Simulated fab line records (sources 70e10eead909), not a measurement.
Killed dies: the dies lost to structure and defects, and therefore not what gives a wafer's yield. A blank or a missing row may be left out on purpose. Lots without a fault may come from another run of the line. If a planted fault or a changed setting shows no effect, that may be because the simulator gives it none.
Comparing a struck lot with a sound one -- flow nand harc -- 15 out of 1302 route steps
Sound: these wafers, L729.3, L729.4, L729.5. The struck wafers were L737.2, L737.4, L737.6. Last of all comes the cause.
At each step with rows: each side's tool, then ch and its chambers, then its first start. Under that, the readings that differ: sound wafers -- struck wafers -- difference of the means -- sigmas: that difference in standard deviations of wafers without a fault.
alike: a reading whose means differ by less than 2 such deviations, as well as words and numbers matching on both sides. not compared: withheld readings; readings where some wafer has no value; bounds like >300 that might hide an equal value; numbers whose values overlap and for which the record gives no deviation.
A row with sigmas, a row that says differs or no value, or rows on one side alone: a step with any of these is where the two part. Numbers that don't overlap but have no deviation are shown without sigmas and don't part them. A reading missing from all wafers of one side parts the sides only when that side holds two or more wafers.

NHARC_P_ZERO_WELL_INSPECT_43:
  sound: defect inspect-01 at day 2 03:44; struck: defect inspect-02 at day 5 11:34
  alike: raw defect count
then, 11 steps without rows for these wafers: NHARC_P_STI_ETCH_26 (etches SiO2 in dHF, target depth 11 nm); NHARC_P_STI_PRECLEAN_27 (cleans in SC1); NHARC_P_STI_SRD_28; NHARC_P_STI_OXIDE_29 (material SiO2, target thk 10 nm, ox time 1362 s); NHARC_P_STI_HM_DEP_30 (deposits Si3N4, target thk 80 nm, time 873 s); NHARC_P_STI_DEHYDRATE_01 (time 120 s); NHARC_P_STI_HMDS_02 (time 30 s); NHARC_P_STI_COAT_41 (time 65 s); NHARC_P_STI_COAT_03 (resist thk 600 nm); NHARC_P_STI_SOFTBAKE_04 (time 70 s); NHARC_P_STI_EBR_05.
NHARC_P_STI_EXPOSE_06: exposes mask P STI, target cd 200 nm.
  sound on krf scanner-02 ch 0, day 2 20:53; struck on krf scanner-01 ch 0, day 6 02:53
reading,sound,struck,difference,sigmas
mask,P_STI#0 P_STI#0 P_STI#0,P_STI_R1#0 P_STI_R1#0 P_STI_R1#0,differs,
then, 2 steps without rows for these wafers: NHARC_P_STI_PEB_07 (peb time 80 s); NHARC_END_SORT_01.

== WHERE THEY PART ==
NHARC_P_STI_EXPOSE_06 only, going by this record.

WHY: whatever the simulator had introduced
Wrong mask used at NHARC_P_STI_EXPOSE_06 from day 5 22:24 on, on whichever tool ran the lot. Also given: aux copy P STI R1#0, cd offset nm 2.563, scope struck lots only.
